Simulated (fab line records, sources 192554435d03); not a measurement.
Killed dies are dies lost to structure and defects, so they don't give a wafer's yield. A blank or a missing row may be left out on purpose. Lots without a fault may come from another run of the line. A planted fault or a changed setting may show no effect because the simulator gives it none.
fab line records | flow n5_finfet
record lots=7 wafers=21
route steps=1938 shown GATE_CUT@490 MOL_CONTACT_COAG@563 BEOL_M0_SAQP@671 BEOL_M1@797
start_h: hours from the record's first day to the start of the lot's first wafer shown | wait_h: hours since the lot's step before | " the same as in the row above | L1.1+2: a row that stands for several wafers | - no value, or no start given | * or withheld: withheld | < > ~ a bound
route shown NAME@n: a module of which the file shows steps, and the number in the route of the first | usual: mean/standard deviation of fault-free wafers | same: alike in all rows | chamber/n: place in a boat | sites: the reading at each site | _std_site: their standard deviation | _edge_site: outer sites' mean less inner sites' | radius_mm: how far each site lies from the wafer's centre | mask NAME#n: copy n | behind: the tool/chamber that last shaped the wafer | hold: why the lot was held/for how many hours/how that ended | device: the transistor (n, p or np) that didn't switch | end of line: the same wafers' tests at the end of the route | a step without rows: its recipe alone | killed: dies lost to structure and defects at the first sort, not the wafer's yield | map: a wafer's dies, x killed, . not, _ none there
set.NAME: the setting as run; set.NAME@STEP: as run at that earlier step | model.NAME: the simulator's own value behind a step, which no gauge read
lots whose settings were changed on purpose; a table a step, a row a wafer
## steps
# step N5_GATE_CUT_DESCUM_18
# recipe chemistry=O2 time_s=7 source_power_w=50 bias_power_w=20 pressure_mtorr=20 rf_frequency_hz=2.712e+07 temp_c=40 resist=CAR-EUV o2_flow_sccm=225
# columns lot.wafer tool chamber start_h wait_h set.time_s model.CAR-EUV_of_GATE_CUT_COAT_07.thk_nm
L078.3+5 rie_diel-02 2,0 109.71 0.0 7 25.8
L078.4 " 3 " " 8.538 25.2
L080.1+3+6 rie_diel-06 1,3,1 121.02 0.1 7 26
L081.1+2+3 rie_diel-01 2,3,0 126.78 0.0 7 26.2
L083.2 rie_diel-06 0 138.27 0.0 7 26
L083.3 " 1 " " 5.525 26.6
L083.5 " 2 " " 5.525 26.8
L089.2 rie_diel-02 2 172.57 0.5 7.771 25.8
L089.4+6 " 1 " " 7 26.2
L090.2 rie_diel-02 3 182.42 0.0 7.518 25.8
L090.3 " 1 " " 7 26.2
L090.5 " 2 " " 7 26
L096.2 rie_diel-02 3 217.75 0.0 7 26.2
L096.3 " 2 " " 7 25.8
L096.4 " 1 " " 7 26
# step N5_GATE_CUT_ETCH_28
# recipe chemistry=N2/H2 target=underlayer target_depth_a=130 mask_material=CAR-EUV time_s=10.4 ion_energy_ev=200 pressure_mtorr=30 source_w=840 bias_w=150 n2_flow_sccm=200 h2_flow_sccm=200 ends=cleared
# columns lot.wafer tool chamber start_h wait_h set.time_s@GATE_CUT_DESCUM_18 model.CAR-EUV_of_GATE_CUT_COAT_07.thk_nm
L078.3+5 rie_diel-02 2,0 109.75 0.0 7 14.4
L078.4 " 3 " " 8.538 13.6
L080.1+3+6 rie_diel-06 1,3,1 121.06 0.0 7 14.6
L081.1 rie_diel-01 2 126.82 0.0 7 14.6
L081.2+3 " 3,0 " " 7 14.8
L083.2 rie_diel-06 0 138.31 0.0 7 14.6
L083.3+5 " 1,2 " " 5.525 15.2
L089.2 rie_diel-02 2 172.60 0.0 7.771 14.2
L089.4 " 1 " " 7 14.6
L089.6 " 1 " " 7 14.8
L090.2 rie_diel-02 3 182.46 0.0 7.518 14.2
L090.3 " 1 " " 7 14.6
L090.5 " 2 " " 7 14.4
L096.2 rie_diel-02 3 217.78 0.0 7 14.8
L096.3+4 " 2,1 " " 7 14.4
# step N5_GATE_CUT_ETCH_36
# recipe chemistry=CF4 target=SiARC target_depth_a=130 mask_material=CAR-EUV time_s=21.7 ion_energy_ev=80 pressure_mtorr=40 source_w=545 bias_w=36 Ar_flow_sccm=100 cf4_flow_sccm=100 ends=cleared
# columns lot.wafer tool chamber start_h wait_h set.time_s@GATE_CUT_DESCUM_18 model.CAR-EUV_of_GATE_CUT_COAT_07.thk_nm
L078.3+5 rie_diel-02 2,0 109.77 0.0 7 6.8
L078.4 " 3 " " 8.538 6
L080.1+6 rie_diel-06 1 121.08 0.0 7 7
L080.3 " 3 " " 7 6.8
L081.1+2+3 rie_diel-01 2,3,0 126.83 0.0 7 7
L083.2 rie_diel-06 0 138.32 0.0 7 7
L083.3+5 " 1,2 " " 5.525 7.6
L089.2 rie_diel-02 2 172.62 0.0 7.771 6.6
L089.4+6 " 1 " " 7 7
L090.2 rie_diel-02 3 182.48 0.0 7.518 6.6
L090.3 " 1 " " 7 6.8
L090.5 " 2 " " 7 6.6
L096.2 rie_diel-02 3 217.80 0.0 7 7
L096.3+4 " 2,1 " " 7 6.8
# step N5_GATE_CUT_CUT_ETCH_54
# recipe chemistry=Cl2/BCl3 target=TiN mask_material=SiO2 target_depth_a=967 pressure_mtorr=10 icp_w=1000 bias_w=126 Cl2_flow_sccm=53.25 bcl3_flow_sccm=21.75 Ar_flow_sccm=25 ends=cleared
# usual etch_rf_on_time_s=36.2/1.2
# columns lot.wafer tool chamber start_h wait_h set.icp_w etch_rf_on_time_s
L078.3 rie_metal-02 1 110.32 0.1 1000 35.9
L078.4 " 1 " " 1076 33.4
L078.5 " 1 " " 1076 33.7
L080.1 rie_metal-03 0 121.48 0.0 1000 35.5
L080.3 " 1 " " 1000 35.8
L080.6 " 0 " " 1000 35.2
L081.1 rie_metal-02 1 127.29 0.1 1076 34.3
L081.2 " 1 " " 1000 36.4
L081.3 " 1 " " 1076 34.4
L083.2 rie_metal-01 0 138.72 0.0 1000 36.5
L083.3 " 0 " " 1179 32.0
L083.5 " 1 " " 1179 33.6
L089.2 rie_metal-03 0 173.02 0.0 1146 31.5
L089.4 " 1 " " 1146 31.2
L089.6 " 1 " " 1000 35.5
L090.2 rie_metal-03 0 182.87 0.0 1000 35.0
L090.3 " 1 " " 1000 35.0
L090.5 " 0 " " 1121 31.7
L096.2 rie_metal-01 0 218.21 0.0 1000 36.8
L096.3 " 0 " " 1000 36.7
L096.4 " 1 " " 1068 35.6
# step N5_MOL_CONTACT_COAG_PECVD_31
# recipe material=SiO2 target_thk_a=460 temp_c=400 precursor=TEOS/O2 pressure_torr=6.5 rf_w=withheld teos_flow_sccm=withheld gas=O2 flow_sccm=2650 time_s=8.9
# columns lot.wafer tool chamber start_h wait_h set.time_s model.SiO2_of_MOL_CONTACT_COAG_PECVD_31.thk_nm
L078.3 pecvd-02 0 124.16 0.3 8.9 45.8
L078.4 " 0 " " 8.512 44.6
L078.5 " 2 " " 8.9 46.6
L080.1 pecvd-04 0 137.95 0.3 8.9 46
L080.3 " 0 " " 8.9 46.6
L080.6 " 0 " " 8.9 46.2
L081.1 pecvd-04 1 141.86 0.3 8.9 45.6
L081.2 " 0 " " 8.9 46
L081.3 " 1 " " 8.9 46.4
L083.2+3 pecvd-03 0,1 152.47 0.3 8.374 42.6
L083.5 " 2 " " 8.374 43.4
L089.2 pecvd-04 0 185.49 0.3 8.9 45.6
L089.4 " 2 " " 9.426 48.6
L089.6 " 0 " " 8.9 46.8
L090.2 pecvd-03 2 196.37 0.3 9.62 48.4
L090.3 " 1 " " 8.9 44.6
L090.5 " 1 " " 9.62 49.2
L096.2 pecvd-03 1 231.77 0.3 8.9 45.6
L096.3 " 2 " " 8.032 40.6
L096.4 " 1 " " 8.032 42
# step N5_MOL_CONTACT_COAG_COAT_77
# recipe resist=underlayer temp_c=205 time_s=60 spin_rpm=1500 resist_thk_nm=10
# columns lot.wafer tool chamber start_h wait_h set.spin_rpm model.underlayer_of_MOL_CONTACT_COAG_COAT_77.thk_nm
L078.3+5 litho_track-02 0 - - 1500 10
L078.4 " 0 " " 1645 9.4
L080.1+3+6 litho_track-03 0 - - 1500 10
L081.1+2+3 litho_track-03 0 - - 1500 10
L083.2+3+5 litho_track-03 0 - - 1500 10
L089.2 litho_track-03 0 - - 1545 10
L089.4+6 " 0 " " 1500 10
L090.2 litho_track-02 0 - - 1438 10.2
L090.3+5 " 0 " " 1500 10
L096.2 litho_track-03 0 - - 1500 10
L096.3+4 " 0 " " 1603 9.6
# step N5_MOL_CONTACT_COAG_COAT_78
# recipe resist=CAR-EUV spin_rpm=1500 resist_thk_nm=40
# step N5_MOL_CONTACT_COAG_EBR_80
# recipe solvent=PGMEA ebr_width_mm=1.5
# step N5_MOL_CONTACT_COAG_DESCUM_88
# recipe chemistry=O2 time_s=7 source_power_w=50 bias_power_w=20 pressure_mtorr=20 rf_frequency_hz=2.712e+07 temp_c=40 resist=CAR-EUV o2_flow_sccm=225
# step N5_MOL_CONTACT_COAG_ETCH_89
# recipe chemistry=N2/H2 target=underlayer target_depth_a=130 mask_material=CAR-EUV time_s=10.4 ion_energy_ev=200 pressure_mtorr=30 source_w=840 bias_w=150 n2_flow_sccm=200 h2_flow_sccm=200 ends=cleared
# columns lot.wafer tool chamber start_h wait_h set.spin_rpm@MOL_CONTACT_COAG_COAT_77 model.etch.depth_nm
L078.3 rie_diel-03 2 126.95 0.0 1500 9.946
L078.4 " 1 " " 1645 9.499
L078.5 " 3 " " 1500 9.974
L080.1 rie_diel-04 2 138.46 0.0 1500 10
L080.3 " 1 " " 1500 9.981
L080.6 " 1 " " 1500 9.997
L081.1 rie_diel-03 2 142.42 0.0 1500 9.969
L081.2 " 0 " " 1500 9.989
L081.3 " 1 " " 1500 9.98
L083.2 rie_diel-04 0 153.20 0.0 1500 10.03
L083.3 " 3 " " 1500 10.09
L083.5 " 0 " " 1500 10.07
L089.2 rie_diel-05 3 186.22 0.0 1545 9.904
L089.4+6 " 1,2 " " 1500 10.05
L090.2 rie_diel-05 3 196.86 0.0 1438 10.22
L090.3 " 1 " " 1500 10.01
L090.5 " 2 " " 1500 10.02
L096.2 rie_diel-04 0 232.27 0.0 1500 10.03
L096.3 " 1 " " 1603 9.683
L096.4 " 2 " " 1603 9.699
# step N5_MOL_CONTACT_COAG_ETCH_90
# recipe chemistry=CF4 target=SiARC target_depth_a=130 mask_material=CAR-EUV time_s=21.7 ion_energy_ev=80 pressure_mtorr=40 source_w=545 bias_w=36 Ar_flow_sccm=100 cf4_flow_sccm=100 ends=cleared
# step N5_MOL_CONTACT_COAG_ALD_131
# recipe material=SiO2 target_thk_a=50 temp_c=100 ald_precursor_family=BDEAS ald_co_reactant=O2-plasma pulse_time_s=1 co_reactant_pulse_time_s=1 purge_time_s=2 co_reactant_purge_time_s=2 ald_cycles=35 pressure_torr=2
# step N5_MOL_CONTACT_COAG_ETCHBACK_135
# recipe chemistry=CHF3 target=SiO2 target_depth_a=250 time_s=16.7 ion_energy_ev=200 pressure_mtorr=30 source_w=610 bias_w=170 Ar_flow_sccm=200 CHF3_flow_sccm=50
# step N5_MOL_CONTACT_COAG_STRIP_118
# recipe chemistry=CHF3 resist=SiARC rf_frequency_hz=6e+07
# step N5_MOL_CONTACT_COAG_VIA_ETCH_46
# recipe chemistry=C4F6/O2 target_depth_a=460 overetch_a=92 mask_material=SOC target=SiO2 bias_w=455 pressure_mtorr=10 time_s=40 source_w=325 Ar_flow_sccm=300 C4F6_flow_sccm=10 O2_flow_sccm=10 ion_energy_ev=575.3 ends=end_point
# columns lot.wafer tool chamber start_h wait_h set.time_s@MOL_CONTACT_COAG_PECVD_31 model.etch.depth_nm
L078.3 rie_diel-03 1 127.42 0.0 8.9 45.85
L078.4 " 0 " " 8.512 44.57
L078.5 " 0 " " 8.9 46.69
L080.1 rie_diel-04 2 139.00 0.0 8.9 45.92
L080.3 " 0 " " 8.9 46.53
L080.6 " 3 " " 8.9 46.16
L081.1 rie_diel-05 0 142.90 0.0 8.9 45.52
L081.2 " 3 " " 8.9 45.9
L081.3 " 2 " " 8.9 46.3
L083.2 rie_diel-03 3 153.63 0.0 8.374 42.52
L083.3 " 1 " " 8.374 42.69
L083.5 " 1 " " 8.374 43.43
L089.2 rie_diel-05 2 187.36 0.0 8.9 45.68
L089.4 " 1 " " 9.426 48.54
L089.6 " 1 " " 8.9 46.73
L090.2 rie_diel-05 2 197.69 0.0 9.62 48.44
L090.3 " 1 " " 8.9 44.62
L090.5 " 1 " " 9.62 49.23
L096.2 rie_diel-05 0 232.70 0.0 8.9 45.52
L096.3 " 1 " " 8.032 40.58
L096.4 " 2 " " 8.032 42.09
# step N5_BEOL_M0_SAQP_COAT_105
# recipe resist=SOC temp_c=250 time_s=60 spin_rpm=1500 resist_thk_nm=100
# columns lot.wafer tool chamber start_h wait_h set.spin_rpm model.SOC_of_BEOL_M0_SAQP_COAT_105.thk_nm
L078.3+5 litho_track-04 0 137.80 0.2 1500 99.6
L078.4 " 0 " " 1500 99.4
L080.1+6 litho_track-05 0 148.90 0.3 1500 99.4
L080.3 " 0 " " 1500 99.2
L081.1 litho_track-03 0 154.09 0.3 1427 102.8
L081.2 " 0 " " 1500 100.2
L081.3 " 0 " " 1500 100.4
L083.2 litho_track-03 0 165.06 0.3 1416 103.4
L083.3+5 " 0 " " 1500 100
L089.2+4 litho_track-03 0 201.10 0.3 1500 100
L089.6 " 0 " " 1339 105.8
L090.2 litho_track-05 0 206.83 0.3 1500 100.4
L090.3 " 0 " " 1500 100.2
L090.5 " 0 " " 1500 100
L096.2+4 litho_track-05 0 242.85 0.3 1356 105
L096.3 " 0 " " 1500 99.8
# step N5_BEOL_M0_SAQP_ETCH_106
# recipe chemistry=N2/H2 target=SOC target_depth_a=1500 stop_on=SiNx ion_energy_ev=100 bias_w=61 pressure_mtorr=30 source_w=850 n2_flow_sccm=200 h2_flow_sccm=200
# columns lot.wafer tool chamber start_h wait_h set.spin_rpm@BEOL_M0_SAQP_COAT_105 model.SOC_of_BEOL_M0_SAQP_COAT_105.thk_nm
L078.3 rie_diel-02 3 137.97 - 1500 27.2
L078.4 " 0 " " 1500 22.6
L078.5 " 2 " " 1500 24.4
L080.1+6 rie_diel-01 2,1 148.97 - 1500 23.4
L080.3 " 1 " " 1500 23.2
L081.1 rie_diel-01 1 154.19 - 1427 27.6
L081.2 " 0 " " 1500 24
L081.3 " 3 " " 1500 25
L083.2 rie_diel-06 0 165.12 - 1416 27.6
L083.3 " 3 " " 1500 20.8
L083.5 " 1 " " 1500 23.8
L089.2 rie_diel-06 2 201.17 - 1500 24
L089.4 " 0 " " 1500 21.6
L089.6 " 2 " " 1339 29.2
L090.2 rie_diel-06 2 207.24 - 1500 23.8
L090.3 " 3 " " 1500 20.4
L090.5 " 0 " " 1500 21
L096.2 rie_diel-06 2 242.91 - 1356 27.8
L096.3 " 3 " " 1500 20.4
L096.4 " 0 " " 1356 26.2
# step N5_BEOL_M0_SAQP_ETCH_107
# recipe chemistry=CH3F/O2 target=SiNx target_depth_a=300 mask_material=SOC pressure_mtorr=30 source_w=395 bias_w=73 Ar_flow_sccm=150 CH3F_flow_sccm=30 O2_flow_sccm=20 ion_energy_ev=120
# columns lot.wafer tool chamber start_h wait_h set.spin_rpm@BEOL_M0_SAQP_COAT_105 model.SOC_of_BEOL_M0_SAQP_COAT_105.thk_nm
L078.3 rie_diel-02 3 138.03 0.0 1500 16.6
L078.4 " 0 " " 1500 11.8
L078.5 " 2 " " 1500 13.8
L080.1 rie_diel-01 2 149.03 0.0 1500 12.6
L080.3+6 " 1 " " 1500 12.4
L081.1 rie_diel-01 1 154.25 0.0 1427 16.8
L081.2 " 0 " " 1500 12.8
L081.3 " 3 " " 1500 14
L083.2 rie_diel-06 0 165.18 0.0 1416 17
L083.3 " 3 " " 1500 9.6
L083.5 " 1 " " 1500 12.8
L089.2 rie_diel-06 2 201.23 0.0 1500 13
L089.4 " 0 " " 1500 10.4
L089.6 " 2 " " 1339 18.2
L090.2 rie_diel-06 2 207.30 0.0 1500 12.8
L090.3 " 3 " " 1500 9.4
L090.5 " 0 " " 1500 10
L096.2 rie_diel-06 2 242.97 0.0 1356 16.8
L096.3 " 3 " " 1500 9
L096.4 " 0 " " 1356 15.2
# step N5_BEOL_M0_SAQP_COAT_87
# recipe resist=underlayer temp_c=205 time_s=60 spin_rpm=1500 resist_thk_nm=5
# columns lot.wafer tool chamber start_h wait_h set.spin_rpm
L078.3 litho_track-05 0 - - 1551
L078.4+5 " 0 " " 1500
L080.1+3+6 litho_track-03 0 - - 1500
L081.1+2+3 litho_track-03 0 - - 1500
L083.2+3+5 litho_track-03 0 - - 1500
L089.2+4+6 litho_track-05 0 - - 1448
L090.2 litho_track-04 0 - - 1500
L090.3+5 " 0 " " 1635
L096.2+3 litho_track-03 0 - - 1500
L096.4 " 0 " " 1661
# step N5_BEOL_M0_SAQP_COAT_34
# recipe resist=CAR-EUV spin_rpm=1500 resist_thk_nm=30
# step N5_BEOL_M0_SAQP_EBR_36
# recipe solvent=PGMEA ebr_width_mm=1.5
# step N5_BEOL_M0_SAQP_DESCUM_45
# recipe chemistry=O2 time_s=7 source_power_w=50 bias_power_w=20 pressure_mtorr=20 rf_frequency_hz=2.712e+07 temp_c=40 resist=CAR-EUV o2_flow_sccm=225
# step N5_BEOL_M0_SAQP_ETCH_88
# recipe chemistry=N2/H2 target=underlayer target_depth_a=65 time_s=5.2 ion_energy_ev=200 mask_material=CAR-EUV pressure_mtorr=30 source_w=840 bias_w=150 n2_flow_sccm=200 h2_flow_sccm=200 ends=cleared
# columns lot.wafer tool chamber start_h wait_h set.spin_rpm@BEOL_M0_SAQP_COAT_87 model.etch.depth_nm
L078.3 rie_diel-01 2 139.49 0.0 1551 4.917
L078.4 " 0 " " 1500 4.995
L078.5 " 3 " " 1500 5.002
L080.1+3 rie_diel-01 0,3 150.55 0.0 1500 5.016
L080.6 " 1 " " 1500 5.006
L081.1 rie_diel-01 2 155.90 0.0 1500 5.012
L081.2 " 1 " " 1500 5.002
L081.3 " 3 " " 1500 5.011
L083.2 rie_diel-06 1 167.04 0.0 1500 5.009
L083.3 " 0 " " 1500 4.998
L083.5 " 0 " " 1500 4.994
L089.2 rie_diel-02 3 202.82 0.0 1448 5.086
L089.4 " 2 " " 1448 5.093
L089.6 " 2 " " 1448 5.089
L090.2 rie_diel-02 2 208.83 0.0 1500 4.995
L090.3 " 3 " " 1635 4.788
L090.5 " 3 " " 1635 4.8
L096.2 rie_diel-02 3 244.88 0.0 1500 5.009
L096.3 " 1 " " 1500 5.007
L096.4 " 1 " " 1661 4.753
# step N5_BEOL_M1_VIA_ETCH_34
# recipe chemistry=C4F6/O2 target_depth_a=678 mask_material=SOC pressure_mtorr=15 ion_energy_ev=250 taper_deg=4 time_s=64.4 source_w=350 bias_w=170 Ar_flow_sccm=300 C4F6_flow_sccm=10 O2_flow_sccm=10
# columns lot.wafer tool chamber start_h wait_h set.time_s model.etch.depth_nm model.SOC_of_BEOL_M1_COAT_67.thk_nm
L078.3 rie_diel-02 3 149.65 0.0 64.4 65.97 52.4
L078.4 " 2 " " 64.4 67.23 52.4
L078.5 " 2 " " 68.4 71.47 51.8
L080.1 rie_diel-06 3 171.84 0.0 64.4 69.78 52
L080.3 " 0 " " 64.4 66.24 52
L080.6 " 1 " " 64.4 67.73 52
L081.1 rie_diel-06 1 176.81 0.0 59.26 61.74 52.8
L081.2 " 2 " " 59.26 62.19 52.2
L081.3 " 3 " " 64.4 69.43 51.6
L083.2 rie_diel-01 1 184.38 0.0 64.4 68.08 52
L083.3 " 0 " " 64.4 69.11 51.8
L083.5 " 0 " " 64.4 68.76 51.8
L089.2 rie_diel-02 3 215.88 0.0 57.64 57.84 53
L089.4 " 2 " " 64.4 65.99 52.2
L089.6 " 1 " " 57.64 60.08 52.8
L090.2 rie_diel-02 1 230.30 0.0 64.4 67.33 52.4
L090.3 " 3 " " 69.23 69.65 52
L090.5 " 1 " " 69.23 71.92 51.8
L096.2 rie_diel-02 0 264.94 0.0 64.4 69.66 52.2
L096.3 " 1 " " 58.33 60.03 53
L096.4 " 2 " " 58.33 58.91 53.4
# step N5_BEOL_M1_TRENCH_ETCH_37
# recipe chemistry=C4F6/O2 target_depth_a=552.07 target=SiOC time_s=29 ion_energy_ev=250 pressure_mtorr=30 source_w=355 bias_w=185 Ar_flow_sccm=300 C4F6_flow_sccm=10 O2_flow_sccm=10
# columns lot.wafer tool chamber start_h wait_h set.time_s model.etch.depth_nm model.BEOL_M1.feature_depth_nm
L078.3 rie_diel-02 3 - - 23.6 43.59 43.6
L078.4 " 2 " " 29 54.05 54
L078.5 " 2 " " 29 53.89 53.8
L080.1 rie_diel-06 3 - - 29 57.07 57
L080.3 " 0 " " 29 54.64 54.6
L080.6 " 1 " " 29 55.08 55
L081.1 rie_diel-06 1 - - 32.14 60.37 60.4
L081.2 " 2 " " 29 55.44 55.4
L081.3 " 3 " " 32.14 62.98 63
L083.2 rie_diel-01 1 - - 29 54.88 54.8
L083.3 " 0 " " 29 55.55 55.6
L083.5 " 0 " " 29 55.67 55.6
L089.2 rie_diel-02 3 - - 25.94 46.77 46.8
L089.4 " 2 " " 29 53.64 53.6
L089.6 " 1 " " 29 54.95 55
L090.2 rie_diel-02 1 - - 29 54.15 54.2
L090.3 " 3 " " 29 52.34 52.4
L090.5 " 1 " " 29 54.18 54.2
L096.2 rie_diel-02 0 - - 29 56.31 56.4
L096.3 " 1 " " 29 54.05 54
L096.4 " 2 " " 22.84 42.18 42.2
# step N5_BEOL_M1_ETCH_41
# recipe chemistry=CH3F/O2 target=SiCN target_depth_a=319 taper_deg=2 time_s=57.8 ion_energy_ev=120 mask_material=TiN pressure_mtorr=30 source_w=395 bias_w=75 Ar_flow_sccm=150 CH3F_flow_sccm=30 O2_flow_sccm=20
# step N5_BEOL_M1_STRIP_97
# recipe chemistry=N2/H2 time_s=10 power_w=450 temp_c=40 pressure_mtorr=20 rf_frequency_hz=6e+07 bias_power_w=7 n2_flow_sccm=200 h2_flow_sccm=200
# step N5_BEOL_M1_OCD_MEAS_38
# usual trench_depth_nm=54.8/1.1
# columns lot.wafer tool chamber start_h wait_h set.time_s@BEOL_M1_TRENCH_ETCH_37 trench_depth_nm
L078.3 ocd-01 - 149.91 - 23.6 44.2
L078.4 " - " " 29 53.7
L078.5 " - " " 29 53.8
L080.1 ocd-01 - 172.10 - 29 57.1
L080.3 " - " " 29 54.5
L080.6 " - " " 29 55.3
L081.1 ocd-02 - 177.07 - 32.14 59.9
L081.2 " - " " 29 55.4
L081.3 " - " " 32.14 63.2
L083.2 ocd-02 - 184.64 - 29 55.1
L083.3 " - " " 29 56.0
L083.5 " - " " 29 55.7
L089.2 ocd-01 - 216.13 - 25.94 46.7
L089.4 " - " " 29 53.5
L089.6 " - " " 29 55.0
L090.2 ocd-02 - 230.56 - 29 53.9
L090.3 " - " " 29 52.2
L090.5 " - " " 29 54.4
L096.2 ocd-02 - 265.19 - 29 56.0
L096.3 " - " " 29 54.3
L096.4 " - " " 22.84 42.3
## key
split step=N5_GATE_CUT_DESCUM_18 setting=time_s stated=7 by=wafer
response step=N5_GATE_CUT_DESCUM_18 reading=model.CAR-EUV_of_GATE_CUT_COAT_07.thk_nm change=-0.0313 per=1% r=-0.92
response step=N5_GATE_CUT_ETCH_28 reading=model.CAR-EUV_of_GATE_CUT_COAT_07.thk_nm change=-0.0344 per=1% r=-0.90
response step=N5_GATE_CUT_ETCH_36 reading=model.CAR-EUV_of_GATE_CUT_COAT_07.thk_nm change=-0.0321 per=1% r=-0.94
split step=N5_GATE_CUT_CUT_ETCH_54 setting=icp_w stated=1000 by=wafer
response step=N5_GATE_CUT_CUT_ETCH_54 reading=etch_rf_on_time_s change=* per=1% r=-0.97
split step=N5_MOL_CONTACT_COAG_PECVD_31 setting=time_s stated=8.9 by=wafer
response step=N5_MOL_CONTACT_COAG_PECVD_31 reading=model.SiO2_of_MOL_CONTACT_COAG_PECVD_31.thk_nm change=+0.453 per=1% r=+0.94
response step=N5_MOL_CONTACT_COAG_VIA_ETCH_46 reading=model.etch.depth_nm change=+0.448 per=1% r=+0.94
split step=N5_MOL_CONTACT_COAG_COAT_77 setting=spin_rpm stated=1500 by=wafer
response step=N5_MOL_CONTACT_COAG_COAT_77 reading=model.underlayer_of_MOL_CONTACT_COAG_COAT_77.thk_nm change=-0.0562 per=1% r=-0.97
response step=N5_MOL_CONTACT_COAG_ETCH_89 reading=model.etch.depth_nm change=-0.0485 per=1% r=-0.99
split step=N5_BEOL_M0_SAQP_COAT_105 setting=spin_rpm stated=1500 by=wafer
response step=N5_BEOL_M0_SAQP_COAT_105 reading=model.SOC_of_BEOL_M0_SAQP_COAT_105.thk_nm change=-0.546 per=1% r=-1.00
response step=N5_BEOL_M0_SAQP_ETCH_106 reading=model.SOC_of_BEOL_M0_SAQP_COAT_105.thk_nm change=-0.674 per=1% r=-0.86
response step=N5_BEOL_M0_SAQP_ETCH_107 reading=model.SOC_of_BEOL_M0_SAQP_COAT_105.thk_nm change=-0.709 per=1% r=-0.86
split step=N5_BEOL_M0_SAQP_COAT_87 setting=spin_rpm stated=1500 by=wafer
response step=N5_BEOL_M0_SAQP_ETCH_88 reading=model.etch.depth_nm change=-0.0232 per=1% r=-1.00
split step=N5_BEOL_M1_VIA_ETCH_34 setting=time_s stated=64.4 by=wafer
response step=N5_BEOL_M1_VIA_ETCH_34 reading=model.etch.depth_nm change=+0.799 per=1% r=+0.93
response step=N5_BEOL_M1_VIA_ETCH_34 reading=model.SOC_of_BEOL_M1_COAT_67.thk_nm change=-0.0879 per=1% r=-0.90
split step=N5_BEOL_M1_TRENCH_ETCH_37 setting=time_s stated=29 by=wafer
response step=N5_BEOL_M1_TRENCH_ETCH_37 reading=model.etch.depth_nm change=+0.6 per=1% r=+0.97
response step=N5_BEOL_M1_TRENCH_ETCH_37 reading=model.BEOL_M1.feature_depth_nm change=+0.599 per=1% r=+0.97
response step=N5_BEOL_M1_OCD_MEAS_38 reading=trench_depth_nm change=+0.583 per=1% r=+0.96
